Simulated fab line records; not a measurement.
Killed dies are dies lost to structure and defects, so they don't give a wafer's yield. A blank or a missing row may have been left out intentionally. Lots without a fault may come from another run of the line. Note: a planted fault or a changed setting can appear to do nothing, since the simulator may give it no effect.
Chamber matching    flow n5Finfet    N5_PMOS_HMC_CHANNEL_EPI_DESCUM_14 on rieDiel-01 has 4 sister chambers
The step chemistry O2, time 7.9 s. 8 wafers are shown with their chamber, then 11 later ones without.

## WAFERS WITH THEIR CHAMBER
wafer   chamber  showerheadPlenumPTorr (Torr)  throttleValvePct (%)
L079.4  0        1.96                          20.59
L079.6  0        1.96                          20.57
L082.5  1        2.04                          20.34
L082.6  2        2.14                          20.22
L086.3  3        2.20                          20.63
L086.4  1        2.04                          20.36
L086.5  2        2.13                          20.22
L087.1  3        2.20                          20.62

## WAFERS WHOSE CHAMBER IS MISSING
wafer   showerheadPlenumPTorr (Torr)  throttleValvePct (%)
L087.2  1.96                          20.61
L087.3  2.13                          20.22
L088.3  1.96                          20.60
L088.4  2.03                          20.35
L088.5  2.20                          20.63
L091.2  1.96                          20.63
L091.3  2.03                          20.36
L091.4  2.13                          20.24
L092.2  2.19                          20.63
L092.5  2.03                          20.37
L092.6  2.13                          20.24

## EACH ONE'S CHAMBER
wafer   from the rows above  in truth
L087.2  0                    0
L087.3  2                    2
L088.3  0                    0
L088.4  1                    1
L088.5  3                    3
L091.2  0                    0
L091.3  1                    1
L091.4  2                    2
L092.2  3                    3
L092.5  1                    1
L092.6  2                    2
Placed correctly: 11 of 11. Not placeable from these rows: 0. 0 placed wrongly.
How it was worked out, from the rows above alone: a wafer's distance from a chamber is the root of the sum, over the readings, of the square of ((its reading less the chamber's mean) divided by the reading's scatter). If the next closest chamber is less than 2 further off than the closest, the wafer can't be placed; otherwise it belongs to the closest. The mean given for a chamber averages the wafers shown for that chamber. The scatter: the root of (the sum of the squares of (reading less its chamber's mean) over the shown wafers, divided by (wafers less chambers)).
